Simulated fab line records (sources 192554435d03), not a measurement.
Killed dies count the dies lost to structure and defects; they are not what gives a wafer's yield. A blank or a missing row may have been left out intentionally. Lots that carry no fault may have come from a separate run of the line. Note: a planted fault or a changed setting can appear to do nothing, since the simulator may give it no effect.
fab line records	flow n5Finfet
[record] lots = 10	wafers = 27	lastDay = 19
route steps=1938 shown MOL_CONTACT_COAG@630 BEOL_M0_SAQP@632 BEOL_M4@1111 PASSIVATION@1936
lots that met no fault: taken from a fault-free run of the same line
startH: hours from the record's opening day to when the first of the lot's shown wafers began	waitH: hours from the lot's prior step to this one	" repeats the value in the row above	L1.1+2: one row covering several wafers at once	- no value, or no start was given	* or withheld: withheld	< > ~ a bound
route shown NAME@n: names a module that has steps shown in the file, with the first one's number in the route	usual: mean/standard deviation of fault-free wafers	same: alike in all rows	chamber/n: place in a boat	sites: each site's reading	_std_site: how widely they spread, as a standard deviation	_edge_site: outer sites' mean less inner sites'	radiusMm: how far each site lies from the wafer's centre	mask NAME#n: copy n	behind: the last tool/chamber to shape the wafer	hold: why the lot went on hold/how many hours it stayed there/how the hold came to an end	device: names the non-switching transistor (n, p or np)	end of line: tests run on the same wafers once the route is complete	where a step has no rows: the recipe by itself	killed: at the first sort, the dies lost to defects and structure; wafer yield is something else	map: the dies of a wafer, with x for killed, . for not killed, _ for no die there
set.NAME: the setting the step ran with; set.NAME@STEP: the setting that earlier step ran with	model.NAME: the simulator's own value behind a step, which no gauge read
steps of the route over a sample of lots; a table a step, a row a wafer
services: a tool's chamber out of use, with start hour (startH, from the record's first day; less than 0 if before it), hours out, and reason
[[steps]]
[step N5_MOL_CONTACT_COAG_INSPECT_97]
[recipe] inspectInstrument = darkfield	mode = postAnneal
[usual] rawDefectCount = 44/20
lot.wafer	tool	chamber	startH	waitH	rawDefectCount
L791.2	defectInspect-01	-	103.29	0.0	30
L791.3	"	-	"	"	36
L791.6	"	-	"	"	45
L793.2	defectInspect-01	-	115.85	0.1	78
L793.5	"	-	"	"	123
L793.6	"	-	"	"	106
L795.1	defectInspect-02	-	128.08	0.0	55
L795.3	"	-	"	"	32
L795.6	"	-	"	"	38
L797.3	defectInspect-01	-	142.44	0.1	32
L797.4	"	-	"	"	48
L797.5	"	-	"	"	31
L800.3	defectInspect-01	-	155.56	0.1	35
L800.5	"	-	"	"	30
L800.6	"	-	"	"	37
L801.2	defectInspect-02	-	171.61	0.0	25
L801.4	"	-	"	"	34
L801.6	"	-	"	"	34
L810.1	defectInspect-02	-	238.80	0.0	15
L810.5	"	-	"	"	27
L808.2	defectInspect-01	-	241.89	0.0	23
L808.4	"	-	"	"	34
L812.2	defectInspect-01	-	244.89	0.0	53
L812.3	"	-	"	"	38
L812.4	"	-	"	"	42
L813.1	defectInspect-02	-	247.87	0.0	60
L813.3	"	-	"	"	26
[step N5_BEOL_M0_SAQP_PECVD_00]
[recipe] material = SiCN	targetThkA = 80	tempC = withheld	precursor = 3MS/NH3	pressureTorr = 3	rfW = 202	timeS = 14
[usual] showerheadPlenumPTorr = 3.667/0.015	throttleValvePct = 9.2/0.48
lot.wafer	tool	chamber	startH	waitH	showerheadPlenumPTorr	sinceWetCleanH	throttleValvePct
L791.2	pecvd-04	2	103.60	0.2	3.671	416	8.7
L791.3	"	0	"	"	3.642	1170	10.2
L791.6	"	1	"	"	3.682	-	9.2
L793.2	pecvd-04	2	116.17	0.2	3.669	428	8.7
L793.5	"	0	"	"	3.634	-	10.1
L793.6	"	2	"	"	3.675	-	9.0
L795.1	pecvd-01	1	128.41	0.2	3.679	1739	9.1
L795.3	"	0	"	"	3.642	1014	9.3
L795.6	"	1	"	"	3.671	-	9.0
L797.3	pecvd-04	1	142.73	0.1	3.677	1934	9.5
L797.4	"	2	"	"	3.678	-	8.8
L797.5	"	1	"	"	3.684	-	9.6
L800.3	pecvd-01	0	155.86	0.1	3.649	1041	8.9
L800.5	"	1	"	"	3.682	-	9.3
L800.6	"	0	"	"	3.648	-	9.2
L801.2	pecvd-02	0	171.92	0.2	3.668	876	9.4
L801.4	"	2	"	"	3.671	-	8.4
L801.6	"	1	"	"	3.673	-	9.0
L810.1	pecvd-04	2	239.13	0.2	3.671	551	8.8
L810.5	"	0	"	"	3.639	-	10.1
L808.2	pecvd-02	2	242.20	0.2	3.661	192	8.8
L808.4	"	0	"	"	3.677	-	9.5
L812.2	pecvd-02	1	245.20	0.2	3.672	1674	8.9
L812.3	"	0	"	"	3.687	949	9.8
L812.4	"	0	"	"	3.681	-	9.5
L813.1	pecvd-02	1	248.20	0.2	3.661	1677	9.1
L813.3	"	0	"	"	3.677	952	9.8
[step N5_BEOL_M0_SAQP_COAT_81]
[recipe] resist = SOC	tempC = 250	timeS = 60	spinRpm = 1500	resistThkNm = 100
[usual] spinSpeedRpm = 1499.9/0.84
lot.wafer	tool	chamber	startH	waitH	spinSpeedRpm
L791.2	lithoTrack-03	0	105.70	0.1	1500.4
L791.3	"	0	"	"	1501.0
L791.6	"	0	"	"	1501.1
L793.2	lithoTrack-03	0	118.15	0.1	1499.7
L793.5	"	0	"	"	1500.1
L793.6	"	0	"	"	1499.1
L795.1	lithoTrack-02	0	129.59	0.1	1499.5
L795.3	"	0	"	"	1499.3
L795.6	"	0	"	"	1499.9
L797.3	lithoTrack-03	0	144.25	0.1	1499.3
L797.4	"	0	"	"	1499.1
L797.5	"	0	"	"	1500.0
L800.3	lithoTrack-03	0	156.87	0.1	1609.1
L800.5	"	0	"	"	1610.9
L800.6	"	0	"	"	1610.1
L801.2	lithoTrack-03	0	172.71	0.1	1609.6
L801.4	"	0	"	"	1610.6
L801.6	"	0	"	"	1609.4
L810.1	lithoTrack-03	0	239.99	0.1	1500.6
L810.5	"	0	"	"	1499.6
L808.2	lithoTrack-03	0	243.63	0.1	1498.5
L808.4	"	0	"	"	1498.4
L812.2	lithoTrack-03	0	247.29	0.1	1499.5
L812.3	"	0	"	"	1499.1
L812.4	"	0	"	"	1499.1
L813.1	lithoTrack-05	0	248.88	0.1	1500.7
L813.3	"	0	"	"	1500.7
[step N5_BEOL_M0_SAQP_DESCUM_19]
[recipe] chemistry = O2	timeS = 7.9	sourcePowerW = 50	biasPowerW = 20	pressureMtorr = 20	rfFrequencyHz = 2.712e+07	tempC = 40	resist = CAR-ArF	o2FlowSccm = 225
[usual] biasPowerW = 20.00/0.061	chamberPressureMTorr = 20.000/0.017	drypumpMotorCurrentA = 5.9/0.49	oesProductAu = 0.81/0.099	rfVppV = 243.0/1.5	showerheadPlenumPTorr = 2.08/0.073	throttleValvePct = 20.35/0.28
lot.wafer	tool	chamber	startH	waitH	biasPowerW	chamberPressureMTorr	drypumpMotorCurrentA	oesProductAu	rfHoursCounterH	rfVppV	showerheadPlenumPTorr	throttleValvePct
L791.2	rieDiel-01	2	106.03	0.0	20.00	20.027	5.7	0.91	15	243.8	2.13	20.20
L791.3	"	3	"	"	20.06	20.008	5.4	0.69	232	244.6	2.08	20.48
L791.6	"	3	"	"	19.95	20.004	5.3	0.69	-	243.2	2.08	20.49
L793.2	rieDiel-03	0	118.61	0.0	20.10	20.003	4.9	0.80	117	243.7	2.11	20.13
L793.5	"	2	"	"	20.06	19.995	5.8	0.77	-	243.7	2.11	20.22
L793.6	"	1	"	"	20.08	20.001	6.0	0.75	-	244.3	2.16	20.78
L795.1	rieDiel-01	1	130.30	0.3	20.04	20.007	5.7	0.94	16	246.1	2.24	19.92
L795.3	"	2	"	"	19.91	20.019	5.7	0.90	23	243.6	2.13	20.19
L795.6	"	1	"	"	20.00	20.002	5.8	0.94	-	243.7	2.24	19.91
L797.3	rieDiel-02	3	144.70	0.0	19.84	19.990	6.2	0.70	210	238.9	1.99	20.54
L797.4	"	2	"	"	20.00	19.961	6.5	0.67	248	243.8	2.04	20.69
L797.5	"	1	"	"	19.93	20.006	5.2	0.71	-	240.6	1.99	20.76
L800.3	rieDiel-01	1	157.75	0.6	19.99	20.007	5.8	0.92	26	244.3	2.23	19.93
L800.5	"	0	"	"	19.98	20.018	6.5	0.84	-	244.2	2.10	20.06
L800.6	"	1	"	"	20.00	19.998	5.8	0.91	-	246.4	2.23	19.94
L801.2	rieDiel-02	1	173.05	0.0	20.03	19.982	5.2	0.71	215	241.3	1.98	20.77
L801.4	"	3	"	"	19.85	20.012	6.2	0.68	-	241.6	1.99	20.59
L801.6	"	0	"	"	20.04	20.020	5.6	0.94	-	243.4	2.05	20.20
L810.1	rieDiel-01	1	240.93	0.5	20.08	19.985	5.8	0.86	55	243.5	2.22	19.98
L810.5	"	0	"	"	20.04	19.996	6.5	0.80	-	243.0	2.09	20.10
L808.2	rieDiel-01	2	244.26	0.2	19.99	20.019	5.7	0.83	63	245.5	2.11	20.27
L808.4	"	0	"	"	19.97	20.008	6.5	0.80	125	242.4	2.09	20.10
L812.2	rieDiel-01	2	247.91	0.3	20.07	20.021	5.7	0.83	64	243.0	2.11	20.27
L812.3	"	1	"	"	20.07	19.994	5.8	0.86	58	245.0	2.22	19.99
L812.4	"	3	"	"	19.90	19.979	5.3	0.91	18	242.4	2.07	20.09
L813.1	rieDiel-02	0	249.55	0.2	20.03	19.983	5.6	0.90	31	242.0	2.04	20.23
L813.3	"	3	"	"	19.86	20.033	6.2	0.67	235	241.4	1.98	20.59
[step N5_BEOL_M4_RC_MEAS_101]
[usual] DIBL_N = 37.2/2.1	DIBL_P = 37.3/2.3	IOFF_N = 0.18/0.041	IOFF_P = 0.24/0.042	ION_N = 680/13	ION_P = 466/7.7	SS_N = 71.8/0.68	SS_P = 73.5/0.66	VT_N = 249/3.6	VT_P = -248/3.4
lot.wafer	tool	chamber	startH	waitH	DIBL_N[mV/V]	DIBL_P[mV/V]	IOFF_N[nA/um]	IOFF_P[nA/um]	ION_N[uA/um]	ION_P[uA/um]	SS_N[mV/dec]	SS_P[mV/dec]	VT_N[mV]	VT_P[mV]
L791.2	prober-02	0	176.10	0.2	36.9	36.3	0.16	0.22	673	467	71.0	72.9	248	-250
L791.3	"	0	"	"	36.9	36.9	0.16	0.22	670	467	71.6	73.0	247	-248
L791.6	"	0	"	"	37.2	37.8	0.18	0.23	678	466	71.7	73.3	249	-248
L793.2	prober-01	0	182.10	0.2	38.8	39.0	0.22	0.26	688	462	72.4	73.5	248	-249
L793.5	"	0	"	"	37.1	37.3	0.19	0.22	686	463	72.2	73.2	247	-251
L793.6	"	0	"	"	38.4	38.6	0.21	0.25	702	467	72.2	73.4	245	-248
L795.1	prober-02	0	202.25	0.0	37.4	34.9	0.14	0.19	667	458	71.9	73.1	251	-251
L795.3	"	0	"	"	38.0	36.7	0.16	0.21	666	458	71.9	73.1	249	-251
L795.6	"	0	"	"	35.2	31.8	0.11	0.15	652	450	70.9	71.9	257	-256
L797.3	prober-02	0	210.05	0.3	34.4	33.7	0.13	0.19	676	468	71.2	73.0	254	-252
L797.4	"	0	"	"	35.4	35.4	0.14	0.21	668	460	71.7	72.4	252	-248
L797.5	"	0	"	"	35.9	35.8	0.15	0.22	673	464	71.1	73.9	248	-246
L800.3	prober-02	0	228.33	0.3	35.3	36.0	0.16	0.26	686	475	72.0	73.8	249	-244
L800.5	"	0	"	"	33.3	34.3	0.13	0.22	670	473	70.9	73.4	250	-246
L800.6	"	0	"	"	36.0	36.6	0.18	0.28	686	477	71.9	73.5	249	-240
L801.2	prober-02	0	232.49	0.2	34.7	33.7	0.13	0.19	662	458	70.9	71.9	251	-248
L801.4	"	0	"	"	39.6	40.1	0.23	0.33	684	472	72.3	74.6	243	-243
L801.6	"	0	"	"	35.5	35.8	0.15	0.24	671	467	71.3	73.0	251	-245
L808.2	prober-01	0	305.43	0.2	39.4	40.3	0.22	0.30	684	479	73.5	74.3	247	-246
L808.4	"	0	"	"	39.5	40.7	0.21	0.31	675	470	72.4	74.2	250	-244
L810.1	prober-01	0	308.36	0.4	37.3	36.5	0.15	0.20	673	461	71.4	73.8	254	-255
L810.5	"	0	"	"	39.4	38.5	0.18	0.23	673	456	72.3	74.2	254	-252
L813.1	prober-01	0	332.36	0.0	33.0	34.6	0.12	0.19	675	472	70.5	72.3	250	-252
L813.3	"	0	"	"	34.9	36.7	0.14	0.23	666	466	71.6	72.7	252	-248
L812.2	prober-02	0	333.30	0.2	35.5	36.1	0.15	0.19	678	459	71.7	73.9	251	-252
L812.3	"	0	"	"	36.6	37.3	0.17	0.22	667	457	71.9	74.1	248	-249
L812.4	"	0	"	"	38.1	39.4	0.23	0.26	704	473	72.0	74.4	242	-248
[step N5_PASSIVATION_PROBE_49]
[usual] defectLimitedYield = 91.0/1.6	killed_at_M0_to_M3 = 35/11	killed_at_M4_up = 14/5.3	killedAtContacts = 13/6.7	killedAtFrontEnd = 41/12	killedAtOther = 3.9/2.7	killedDies = 106/19	killedOpen = 70/14	killedShort = 35/8.8	sort_bin_5_function = 5.3/1	sort_bin_6_memory = 3.3/0.81	sortNPass = 1073/19	sortYieldPct = 91.0/1.6
[same] grossDies = 1180	killedAtBackSide = 0	sort_bin_4_leakage[%] = 0	sort_bin_8_speed[%] = 0
lot.wafer	tool	chamber	startH	waitH	defectLimitedYield[%]	killed_at_M0_to_M3	killed_at_M4_up	killedAtContacts	killedAtFrontEnd	killedAtOther	killedDies	killedOpen	killedShort	sort_bin_5_function[%]	sort_bin_6_memory[%]	sortNPass	sortYieldPct[%]
L793.2	prober-02	-	318.55	0.1	91.1	25	9	17	46	8	105	74	29	5.9	2.6	1075	91.1
L793.5	prober-02	-	318.70	0.2	91.4	46	6	18	28	3	101	65	34	4.8	3.2	1079	91.4
L793.6	prober-02	-	318.75	0.3	90.3	44	7	13	45	5	114	72	38	6.9	2.5	1066	90.3
L795.1	prober-01	-	319.03	0.0	93.7	23	16	8	20	7	74	47	24	3.5	2.7	1106	93.7
L795.3	prober-01	-	319.13	0.1	91.4	38	13	10	37	3	101	60	40	5.6	2.8	1079	91.4
L795.6	prober-01	-	319.28	0.3	92.5	35	13	10	30	1	89	55	32	4.9	2.4	1091	92.5
L801.2	prober-01	-	340.01	0.1	92.5	26	12	8	38	4	88	56	30	5.0	2.4	1092	92.5
L801.4	prober-01	-	340.11	0.2	93.8	23	7	6	33	4	73	50	23	4.3	1.9	1107	93.8
L801.6	prober-01	-	340.21	0.3	92.1	42	6	13	29	3	93	60	33	4.0	3.4	1087	92.1
L812.2	prober-01	-	442.37	0.1	91.8	33	18	8	34	4	97	63	33	4.8	3.3	1083	91.8
L812.3	prober-01	-	442.42	0.1	91.8	37	23	8	23	6	97	71	25	5.0	3.1	1083	91.8
L812.4	prober-01	-	442.47	0.2	88.8	42	18	19	48	5	132	89	40	6.5	4.1	1048	88.8
// killed by level:class
L793.2 MOL_CONTACT_COAG:geometricParticle:open=13 STI_FIN_REVEAL:geometricParticle:open=12 GATE_CUT:geometricParticle:short=8 FIN_SAQP:geometricParticle:open=7 BEOL_M0_SAQP:geometricParticle:open=7 BEOL_M3:geometricParticle:open=6 STI_FIN_REVEAL:geometricParticle:short=5 GATE_CUT:geometricParticle:open=5
L793.5 BEOL_M2:geometricParticle:open=13 MOL_CONTACT_COAG:geometricParticle:open=10 MOL_CONTACT_COAG:geometricParticle:short=8 BEOL_M1:geometricParticle:open=8 STI_FIN_REVEAL:geometricParticle:open=7 BEOL_M0_SAQP:geometricParticle:open=7 FIN_SAQP:geometricParticle:short=5 BEOL_M0_SAQP:geometricParticle:short=5
L793.6 MOL_CONTACT_COAG:geometricParticle:open=13 BEOL_M3:geometricParticle:open=12 GATE_CUT:geometricParticle:open=8 GATE_CUT:geometricParticle:short=8 BEOL_M0_SAQP:geometricParticle:short=7 BEOL_M0_SAQP:geometricParticle:open=6 BEOL_M1:geometricParticle:short=6 STI_FIN_REVEAL:geometricParticle:open=5
L795.1 BEOL_M4:geometricParticle:open=9 MOL_CONTACT_COAG:geometricParticle:open=8 BEOL_M0_SAQP:geometricParticle:open=8 BEOL_M0_SAQP:geometricParticle:short=7 FIN_SAQP:geometricParticle:short=5 FIN_SAQP:geometricParticle:open=4 STI_FIN_REVEAL:geometricParticle:open=3 BEOL_M6:geometricParticle:short=3
L795.3 BEOL_M0_SAQP:geometricParticle:open=11 FIN_SAQP:geometricParticle:open=9 BEOL_M0_SAQP:geometricParticle:short=9 MOL_CONTACT_COAG:geometricParticle:open=7 FIN_SAQP:geometricParticle:short=6 BEOL_M3:geometricParticle:open=6 STI_FIN_REVEAL:geometricParticle:open=5 BEOL_M4:geometricParticle:open=5
L795.6 BEOL_M0_SAQP:geometricParticle:short=10 BEOL_M3:geometricParticle:open=8 FIN_SAQP:geometricParticle:open=7 MOL_CONTACT_COAG:geometricParticle:open=7 BEOL_M0_SAQP:geometricParticle:open=7 BEOL_M4:geometricParticle:open=7 FIN_SAQP:geometricParticle:short=6 STI_FIN_REVEAL:geometricParticle:open=5
L801.2 BEOL_M0_SAQP:geometricParticle:open=14 FIN_SAQP:geometricParticle:open=10 BEOL_M0_SAQP:geometricParticle:short=9 FIN_SAQP:geometricParticle:short=7 STI_FIN_REVEAL:geometricParticle:open=5 MOL_CONTACT_COAG:geometricParticle:open=4 BEOL_M6:geometricParticle:open=4 STARTING-WAFER:geometricParticle:open=4
L801.4 FIN_SAQP:geometricParticle:open=11 BEOL_M2:geometricParticle:open=7 GATE_CUT:geometricParticle:short=6 MOL_CONTACT_COAG:geometricParticle:open=5 BEOL_M0_SAQP:geometricParticle:short=5 BEOL_M0_SAQP:geometricParticle:open=5 BEOL_M1:geometricParticle:open=5 FIN_SAQP:geometricParticle:short=4
L801.6 BEOL_M3:geometricParticle:open=10 MOL_CONTACT_COAG:geometricParticle:open=10 BEOL_M0_SAQP:geometricParticle:open=8 BEOL_M0_SAQP:geometricParticle:short=8 FIN_SAQP:geometricParticle:short=6 BEOL_M1:geometricParticle:open=6 DUMMY_GATE:geometricParticle:open=4 BEOL_M2:geometricParticle:open=4
L812.2 BEOL_M1:geometricParticle:open=11 BEOL_M4:geometricParticle:open=11 FIN_SAQP:geometricParticle:short=7 BEOL_M3:geometricParticle:open=7 BEOL_M2:geometricParticle:open=6 DUMMY_GATE:geometricParticle:open=5 MOL_CONTACT_COAG:geometricParticle:short=5 FIN_SAQP:geometricParticle:open=4
L812.3 BEOL_M4:geometricParticle:open=18 BEOL_M3:geometricParticle:open=12 MOL_CONTACT_COAG:geometricParticle:open=8 BEOL_M0_SAQP:geometricParticle:short=7 BEOL_M1:geometricParticle:open=6 FIN_SAQP:geometricParticle:short=5 BEOL_M0_SAQP:geometricParticle:open=5 STI_FIN_REVEAL:geometricParticle:open=4
L812.4 STI_FIN_REVEAL:geometricParticle:open=13 MOL_CONTACT_COAG:geometricParticle:open=11 BEOL_M1:geometricParticle:open=10 BEOL_M3:geometricParticle:open=10 BEOL_M4:geometricParticle:open=10 FIN_SAQP:geometricParticle:open=9 MOL_CONTACT_COAG:geometricParticle:short=8 FIN_SAQP:geometricParticle:short=6
[[services]]
tool	chamber	startH	hours	kind
pecvd-02	1	93.91	5.5	scheduledDown
pecvd-02	1	104.30	5.0	scheduledDown
rieDiel-02	0	105.21	-	clean
rieDiel-02	0	105.21	-	consumableReplace:focusRing
rieDiel-02	0	105.21	21.7	scheduledDown
rieDiel-02	0	105.21	21.7	ventCycle
pecvd-02	-	127.83	1.1	repair
rieDiel-02	2	152.47	-	clean
rieDiel-02	2	152.47	-	consumableReplace:focusRing
rieDiel-02	2	152.47	24.3	scheduledDown
rieDiel-02	2	152.47	24.3	ventCycle
pecvd-02	-	157.55	0.9	repair
pecvd-04	0	158.87	5.5	scheduledDown
rieDiel-03	2	170.50	10.6	repair
rieDiel-01	3	172.28	-	clean
rieDiel-01	3	172.28	-	consumableReplace:focusRing
rieDiel-01	3	172.28	17.3	scheduledDown
rieDiel-01	3	172.28	17.3	ventCycle
rieDiel-02	-	186.52	0.8	repair
rieDiel-01	3	216.72	5.4	repair
pecvd-04	2	221.37	2.1	scheduledDown
pecvd-01	1	223.94	2.1	scheduledDown
rieDiel-02	-	226.79	14.6	pm
pecvd-01	1	231.76	22.7	repair
[[key]]
[firstSign] step = N5_BEOL_M0_SAQP_COAT_81	reading = spinSpeedRpm	direction = up	sigmas = 99+	usual = *	struck = *
effect none on later readings
metAt N5_BEOL_M0_SAQP_COAT_81
struckLots L800,L801
notActingAt N5_MOL_CONTACT_COAG_INSPECT_97,N5_BEOL_M0_SAQP_PECVD_00,N5_BEOL_M0_SAQP_DESCUM_19
onsetBetween 144.25 156.87
[fault] kind = processParameterDrift	tool = lithoTrack-03	chamber = -	onsetH = 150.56	steps = N5_BEOL_M0_SAQP_COAT_81	channel = spinRpm	offset = *	shape = step	endH = 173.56	actsIn = *	stated = *
